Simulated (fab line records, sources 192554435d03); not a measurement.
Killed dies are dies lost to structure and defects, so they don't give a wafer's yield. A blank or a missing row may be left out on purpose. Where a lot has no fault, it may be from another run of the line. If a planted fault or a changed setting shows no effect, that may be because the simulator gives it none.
Lot-split experiment :: flow n5Finfet :: route with 1938 steps; 7 lots, 39 wafers read

## ON THE SPLIT
At N5_HKMG_FIN_HK_ALD_01 (deposits HfO2, target thk 1.6 nm, pulse time 3 s, purge time 3 s), the setting aldCycles was moved away from the recipe's 30 on 12 of the 39 wafers read, by -46.7% to +40.0%. The other wafers ran this setting at the recipe's value.

## FROM THE SPLIT TO THE READING: what the file shows between them, 4 steps
- N5_HKMG_FIN_HK_ANNEAL_02: time 30 s
- N5_HKMG_FIN_ALD_74: deposits La2O3, target thk 0.5 nm, pulse time 6 s, co reactant pulse time 1 s
- N5_HKMG_FIN_WET_ETCH_82: etches La2O3 in dHCl, stops on HfO2, target depth 2 nm, rinse time 30 s
- N5_HKMG_FIN_ALD_36: deposits TiN, target thk 1 nm, pulse time 1 s, purge time 3 s

## THE READING
HK_THK, in nm, at N5_HKMG_FIN_THK_MEAS_70 (measures by xrf). A value of 1.601 nm with a standard deviation of 0.02 nm is what fault-free wafers of this fab line usually give.

wafer: L079.1
tool, chamber at the split: aldHk-03, 2,3,1,0,0,1
aldCycles as run: 30
against the recipe: recipe
HK_THK, nm: 1.624
against lot-mates on the recipe: -

wafer: L079.2
tool, chamber at the split: aldHk-03, 2,3,1,0,0,1
aldCycles as run: 30
against the recipe: recipe
HK_THK, nm: 1.618
against lot-mates on the recipe: -

wafer: L079.3
tool, chamber at the split: aldHk-03, 2,3,1,0,0,1
aldCycles as run: 30
against the recipe: recipe
HK_THK, nm: 1.596
against lot-mates on the recipe: -

wafer: L079.4
tool, chamber at the split: aldHk-03, 2,3,1,0,0,1
aldCycles as run: 30
against the recipe: recipe
HK_THK, nm: 1.629
against lot-mates on the recipe: -

wafer: L079.5
tool, chamber at the split: aldHk-03, 2,3,1,0,0,1
aldCycles as run: 30
against the recipe: recipe
HK_THK, nm: 1.622
against lot-mates on the recipe: -

wafer: L079.6
tool, chamber at the split: aldHk-03, 2,3,1,0,0,1
aldCycles as run: 30
against the recipe: recipe
HK_THK, nm: 1.631
against lot-mates on the recipe: -

wafer: L080.1
tool, chamber at the split: aldHk-03, 2,3,0
aldCycles as run: 42
against the recipe: +40.0%
HK_THK, nm: 2.214
against lot-mates on the recipe: +0.628

wafer: L080.2
tool, chamber at the split: aldHk-03, 1,0,3
aldCycles as run: 30
against the recipe: recipe
HK_THK, nm: 1.594
against lot-mates on the recipe: -

wafer: L080.3
tool, chamber at the split: aldHk-03, 1,0,3
aldCycles as run: 30
against the recipe: recipe
HK_THK, nm: 1.578
against lot-mates on the recipe: -

wafer: L080.4
tool, chamber at the split: aldHk-03, 2,3,0
aldCycles as run: 42
against the recipe: +40.0%
HK_THK, nm: 2.231
against lot-mates on the recipe: +0.645

wafer: L080.5
tool, chamber at the split: aldHk-03, 2,3,0
aldCycles as run: 42
against the recipe: +40.0%
HK_THK, nm: 2.230
against lot-mates on the recipe: +0.644

wafer: L080.6
tool, chamber at the split: aldHk-03, 1,0,3
aldCycles as run: 30
against the recipe: recipe
HK_THK, nm: 1.587
against lot-mates on the recipe: -

wafer: L082.1
tool, chamber at the split: aldHk-03, 0,1,3
aldCycles as run: 39
against the recipe: +30.0%
HK_THK, nm: 2.074
against lot-mates on the recipe: +0.486

wafer: L082.2
tool, chamber at the split: aldHk-03, 0,1,3
aldCycles as run: 39
against the recipe: +30.0%
HK_THK, nm: 2.085
against lot-mates on the recipe: +0.497

wafer: L082.3
tool, chamber at the split: aldHk-03, 0,1,3
aldCycles as run: 39
against the recipe: +30.0%
HK_THK, nm: 2.061
against lot-mates on the recipe: +0.473

wafer: L082.4
tool, chamber at the split: aldHk-03, 2,2,1
aldCycles as run: 30
against the recipe: recipe
HK_THK, nm: 1.583
against lot-mates on the recipe: -

wafer: L082.5
tool, chamber at the split: aldHk-03, 2,2,1
aldCycles as run: 30
against the recipe: recipe
HK_THK, nm: 1.593
against lot-mates on the recipe: -

wafer: L082.6
tool, chamber at the split: aldHk-03, 2,2,1
aldCycles as run: 30
against the recipe: recipe
HK_THK, nm: 1.587
against lot-mates on the recipe: -

wafer: L085.1
tool, chamber at the split: aldHk-02, 3,3,2
aldCycles as run: 16
against the recipe: -46.7%
HK_THK, nm: 0.865
against lot-mates on the recipe: -0.758

wafer: L085.2
tool, chamber at the split: aldHk-02, 2,1,0
aldCycles as run: 30
against the recipe: recipe
HK_THK, nm: 1.599
against lot-mates on the recipe: -

wafer: L085.3
tool, chamber at the split: aldHk-02, 2,1,0
aldCycles as run: 30
against the recipe: recipe
HK_THK, nm: 1.671
against lot-mates on the recipe: -

wafer: L085.4
tool, chamber at the split: aldHk-02, 2,1,0
aldCycles as run: 30
against the recipe: recipe
HK_THK, nm: 1.598
against lot-mates on the recipe: -

wafer: L085.5
tool, chamber at the split: aldHk-02, 3,3,2
aldCycles as run: 16
against the recipe: -46.7%
HK_THK, nm: 0.871
against lot-mates on the recipe: -0.752

wafer: L085.6
tool, chamber at the split: aldHk-02, 3,3,2
aldCycles as run: 16
against the recipe: -46.7%
HK_THK, nm: 0.851
against lot-mates on the recipe: -0.772

wafer: L086.1
tool, chamber at the split: aldHk-01, 3,2,1
aldCycles as run: 30
against the recipe: recipe
HK_THK, nm: 1.604
against lot-mates on the recipe: -

wafer: L086.2
tool, chamber at the split: aldHk-01, 3,2,1
aldCycles as run: 30
against the recipe: recipe
HK_THK, nm: 1.578
against lot-mates on the recipe: -

wafer: L086.4
tool, chamber at the split: aldHk-01, 3,2,1
aldCycles as run: 30
against the recipe: recipe
HK_THK, nm: 1.622
against lot-mates on the recipe: -

wafer: L090.1
tool, chamber at the split: aldHk-02, 1,3,2,0,1,2
aldCycles as run: 30
against the recipe: recipe
HK_THK, nm: 1.612
against lot-mates on the recipe: -

wafer: L090.2
tool, chamber at the split: aldHk-02, 1,3,2,0,1,2
aldCycles as run: 30
against the recipe: recipe
HK_THK, nm: 1.618
against lot-mates on the recipe: -

wafer: L090.3
tool, chamber at the split: aldHk-02, 1,3,2,0,1,2
aldCycles as run: 30
against the recipe: recipe
HK_THK, nm: 1.604
against lot-mates on the recipe: -

wafer: L090.4
tool, chamber at the split: aldHk-02, 1,3,2,0,1,2
aldCycles as run: 30
against the recipe: recipe
HK_THK, nm: 1.601
against lot-mates on the recipe: -

wafer: L090.5
tool, chamber at the split: aldHk-02, 1,3,2,0,1,2
aldCycles as run: 30
against the recipe: recipe
HK_THK, nm: 1.614
against lot-mates on the recipe: -

wafer: L090.6
tool, chamber at the split: aldHk-02, 1,3,2,0,1,2
aldCycles as run: 30
against the recipe: recipe
HK_THK, nm: 1.603
against lot-mates on the recipe: -

wafer: L094.1
tool, chamber at the split: aldHk-01, 2,3,0
aldCycles as run: 41
against the recipe: +36.7%
HK_THK, nm: 2.245
against lot-mates on the recipe: +0.627

wafer: L094.2
tool, chamber at the split: aldHk-01, 2,3,0
aldCycles as run: 41
against the recipe: +36.7%
HK_THK, nm: 2.200
against lot-mates on the recipe: +0.582

wafer: L094.3
tool, chamber at the split: aldHk-01, 0,1,1
aldCycles as run: 30
against the recipe: recipe
HK_THK, nm: 1.628
against lot-mates on the recipe: -

wafer: L094.4
tool, chamber at the split: aldHk-01, 0,1,1
aldCycles as run: 30
against the recipe: recipe
HK_THK, nm: 1.616
against lot-mates on the recipe: -

wafer: L094.5
tool, chamber at the split: aldHk-01, 2,3,0
aldCycles as run: 41
against the recipe: +36.7%
HK_THK, nm: 2.213
against lot-mates on the recipe: +0.595

wafer: L094.6
tool, chamber at the split: aldHk-01, 0,1,1
aldCycles as run: 30
against the recipe: recipe
HK_THK, nm: 1.609
against lot-mates on the recipe: -
Rows listing several chambers each stand for several wafers; the file does not say which wafer went through which chamber.

FIT RESULTS
A straight line over all 39 wafers: HK_THK changes by +0.0159 nm for each +1% of aldCycles; r = +1.00; the points scatter about the line by 0.021 nm.
The same after taking each lot's own level away (the mean of its wafers on the recipe; 39 wafers): +0.0162 nm for each +1%; r = +1.00; scatter 0.015 nm.
On that fit, the largest move of aldCycles shifts the reading by 0.76 nm.
The span of the lots' own levels, 1.5863 to 1.6227 nm, comes to 1.8 times the standard deviation stated above.
The two slopes agree, so the slope changes little with the lot-to-lot level.
Check: -0.758 nm against its lot-mates is what the line predicts for one of the wafers moved furthest among these (-46.7%) when that wafer is left out of the fit. Against them it came out at -0.758 nm.

## FURTHER SPLITS ON THESE WAFERS
Other splits were also applied to these wafers ahead of the reading. Each is held against what the fit with the lots' levels taken away leaves over:
other split on the same wafers: N5_FIN_SAQP_HM_DEP_72 targetThkA
wafers away from the commonest value: 12
r with HK_THK (lot level and that fit taken away): -0.06

other split on the same wafers: N5_SD_EPI_N_DESCUM_14 timeS
wafers away from the commonest value: 15
r with HK_THK (lot level and that fit taken away): +0.22

## THE WHOLE CHAIN: every reading that the file lists as answering this split, in the file's order
step: N5_HKMG_FIN_HK_ALD_01
what it does: deposits HfO2, target thk 1.6 nm, pulse time 3 s, purge time 3 s
reading: HfO2_of_HKMG_FIN_HK_ALD_01.thkNm (the simulator's own value, which no gauge read)
change (the file's fit): +0.0158 nm for each +1% of the setting
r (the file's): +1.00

step: N5_HKMG_FIN_THK_MEAS_70
what it does: measures by xrf
reading: HK_THK
change (the file's fit): +0.0162 for each +1% of the setting
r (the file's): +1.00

## FILE'S OWN FIT
HK_THK changes by +0.0162 nm for each +1% of aldCycles, r = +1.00.
